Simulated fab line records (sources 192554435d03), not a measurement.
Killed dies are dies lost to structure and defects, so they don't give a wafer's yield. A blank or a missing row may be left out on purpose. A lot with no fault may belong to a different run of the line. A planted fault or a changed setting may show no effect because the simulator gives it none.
Which tool is to blame? / flow n5-finfet / 7 lots with 19 wafers sampled at 4 steps, on a route of 1938 steps

## WHAT THE GAUGES READ, wafer by wafer
N5_BEOL_M9_CD_MEAS_11 targets a cd of 64.1 nm.
lot=L831; measured=day 9 14:22; on=cd-sem-01; cd-nm (nm)=64.6 63.5 64.8
lot=L833; measured=day 10 01:32; on=cd-sem-02; cd-nm (nm)=- - -
lot=L844; measured=day 13 11:46; on=cd-sem-02; cd-nm (nm)=65.0 64.9 65.2
lot=L845; measured=day 14 02:32; on=cd-sem-02; cd-nm (nm)=64.9 63.8
lot=L847; measured=day 14 11:52; on=cd-sem-01; cd-nm (nm)=64.1 65.3
lot=L849; measured=day 15 04:42; on=cd-sem-03; cd-nm (nm)=64.5 63.8 65.9
lot=L853; measured=day 16 08:20; on=cd-sem-03; cd-nm (nm)=65.1 64.8 64.0

## TOOL THAT RAN EACH LOT (tool first, then ch and the chambers of the sampled wafers, then the start)
lot=L831; N5_BEOL_M8_DEP_56=pecvd-01 ch 0,1, day 9 12:22; N5_BEOL_M9_CURE_71=uv-cure-03 ch 0, day 9 12:46; N5_BEOL_M9_PEB_09=litho-track-01 ch 0, day 9 14:18
lot=L833; N5_BEOL_M8_DEP_56=pecvd-02 ch 1,2, day 9 22:40; N5_BEOL_M9_CURE_71=uv-cure-03 ch 1, day 9 23:04; N5_BEOL_M9_PEB_09=litho-track-01, day 10 01:29
lot=L844; N5_BEOL_M8_DEP_56=pecvd-01 ch 0,1,2, day 13 07:37; N5_BEOL_M9_CURE_71=uv-cure-01 ch 0, day 13 07:51; N5_BEOL_M9_PEB_09=litho-track-05 ch 0, day 13 11:41
lot=L845; N5_BEOL_M8_DEP_56=pecvd-03 ch 0,2, day 14 00:45; N5_BEOL_M9_CURE_71=uv-cure-02 ch 1, day 14 01:25; N5_BEOL_M9_PEB_09=litho-track-01 ch 0, day 14 02:29
lot=L847; N5_BEOL_M8_DEP_56=pecvd-03 ch 0,1, day 14 09:51; N5_BEOL_M9_CURE_71=uv-cure-03 ch 0, day 14 10:13; N5_BEOL_M9_PEB_09=litho-track-01 ch 0, day 14 11:48
lot=L849; N5_BEOL_M8_DEP_56=pecvd-02 ch 0,2, day 14 23:47; N5_BEOL_M9_CURE_71=uv-cure-03 ch 2, day 14 23:59; N5_BEOL_M9_PEB_09=litho-track-03 ch 0, day 15 04:38
lot=L853; N5_BEOL_M8_DEP_56=pecvd-02 ch 0,1,2, day 16 05:29; N5_BEOL_M9_CURE_71=uv-cure-01 ch 1, day 16 05:46; N5_BEOL_M9_PEB_09=litho-track-01 ch 0, day 16 08:16
- N5_BEOL_M8_DEP_56: deposits SiCN from 3MS/NH3, target thk 10 nm, time 17.5 s.
- N5_BEOL_M9_CURE_71: cures SiCOH lowk, time 240 s.
- N5_BEOL_M9_PEB_09: peb time 60 s.

## THE ANSWER, worked out from the rows above alone
Rule: the lots themselves supply what counts as usual. Put in order of their means at a reading, lots are off if they are a third of the lots or fewer, leave a main group of 4 or more, and stand apart from it by a gap of 3 or more times the standard deviation of the main group's means; of several such gaps the widest counts. Not used: any main group whose means are identical at the precision the tables above print for the reading. Also off: a lot with no number at a reading for which 4 or more lots have one. The other lots that the step has rows for count as sound.
Off at N5_BEOL_M9_CD_MEAS_11 (cd-nm): L833. Without a number there: L833. For the main group the mean is 64.6 nm and the standard deviation 0.25.
A tool fits if, at a process step before that reading, it ran every lot that is off, and no sound lot after the first of them. The gauges at N5_BEOL_M9_CD_MEAS_11 are tried like those tools. Not one of the candidates tried fits.

## WHAT THE SIMULATOR HAD INSERTED
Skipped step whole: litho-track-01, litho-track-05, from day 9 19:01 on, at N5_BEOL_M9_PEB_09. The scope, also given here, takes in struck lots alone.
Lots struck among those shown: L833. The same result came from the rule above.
